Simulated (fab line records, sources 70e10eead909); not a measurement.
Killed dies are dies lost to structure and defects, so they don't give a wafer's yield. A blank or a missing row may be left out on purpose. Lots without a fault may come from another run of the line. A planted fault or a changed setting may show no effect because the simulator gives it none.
Which tool did it? | flow nand_harc | 12 lots, 36 wafers sampled, at 1 step of a route of 1159

WHAT THE GAUGES READ, wafer by wafer
NHARC_P_ZERO_WELL_INSPECT_43.
lot  | measured    | on                | raw_defect_count
L075 | day 2 01:41 | defect_inspect-02 | 15 11 11
L077 | day 2 13:50 | defect_inspect-01 | 15 14 8
L079 | day 3 01:40 | defect_inspect-02 | 11 26 12
L081 | day 3 13:37 | defect_inspect-01 | 10 12 12
L083 | day 4 01:33 | defect_inspect-02 | 10 16 11
L085 | day 4 13:30 | defect_inspect-01 | 12 10 11
L087 | day 5 01:10 | defect_inspect-01 | 10 11 6
L089 | day 5 13:32 | defect_inspect-02 | 16 20 22
L091 | day 6 01:40 | defect_inspect-01 | 16 14 19
L093 | day 6 13:32 | defect_inspect-02 | 8 3 6
L095 | day 7 01:41 | defect_inspect-02 | 26 12 19
L097 | day 7 13:28 | defect_inspect-01 | 15 13 19

WHICH TOOL RAN EACH LOT (tool, then ch and the chambers of the sampled wafers, then the start)
The record holds no process step before these readings.

THE ANSWER, worked out from the rows above alone
Rule: what is usual is taken from the lots themselves. Put in order of their means at a reading, lots are off if they are a third of the lots or fewer, leave a main group of 4 or more, and stand apart from it by a gap of 3 or more times the standard deviation of the main group's means; of several such gaps the widest counts. A main group whose means are all the same, to the digits that the tables above print for the reading, isn't used. A lot without any number at a reading at which 4 lots or more have one is off too. The other lots that the step has rows for count as sound.
No lot is off at any reading shown: from this, nothing can be told.

WHAT THE SIMULATOR HAD PUT IN
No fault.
